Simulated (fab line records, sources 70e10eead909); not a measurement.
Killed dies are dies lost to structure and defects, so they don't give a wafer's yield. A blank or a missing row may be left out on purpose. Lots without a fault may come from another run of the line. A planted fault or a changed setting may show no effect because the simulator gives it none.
Chamber matching | flow nand_harc | NHARC_P_GATE_STRIP_101 on rie_diel-06: 4 sister chambers
The step strips in O2, time 20 s. 4 wafers are shown with their chamber, then 10 later ones without.

WAFERS WITH THEIR CHAMBER
wafer  | chamber | drypump_motor_current_A (A)
L083.5 | 2       | 5.0
L085.4 | 3       | 5.5
L087.1 | 0       | 5.4
L087.2 | 1       | 6.5

WAFERS WITHOUT THEIR CHAMBER
wafer  | drypump_motor_current_A (A)
L087.3 | 5.5
L089.1 | 5.0
L089.2 | 5.5
L089.5 | 5.4
L088.1 | 5.0
L088.2 | 5.5
L088.3 | 6.4
L093.2 | 6.4
L093.3 | 5.4
L093.5 | 5.5

WHICH CHAMBER EACH WENT THROUGH
wafer  | from the rows above | in truth
L087.3 | 3                   | 3
L089.1 | 2                   | 2
L089.2 | 3                   | 3
L089.5 | 0                   | 0
L088.1 | 2                   | 2
L088.2 | 3                   | 3
L088.3 | 1                   | 1
L093.2 | 1                   | 1
L093.3 | 0                   | 0
L093.5 | 3                   | 3
Placed correctly: 10 of 10. Can't be placed from these rows: 0. Placed wrongly: 0.
How it was worked out, from the rows above alone: a wafer's distance from a chamber is the root of the sum, over the readings, of the square of ((its reading less the chamber's mean) divided by the reading's scatter). The wafer belongs to the nearest chamber; if the next one is less than 2 further off, it can't be placed. A chamber's mean is the mean of its shown wafers. The scatter: with one shown wafer a chamber, the root of the mean of the squares of how far each hidden wafer lies from its nearest shown one.
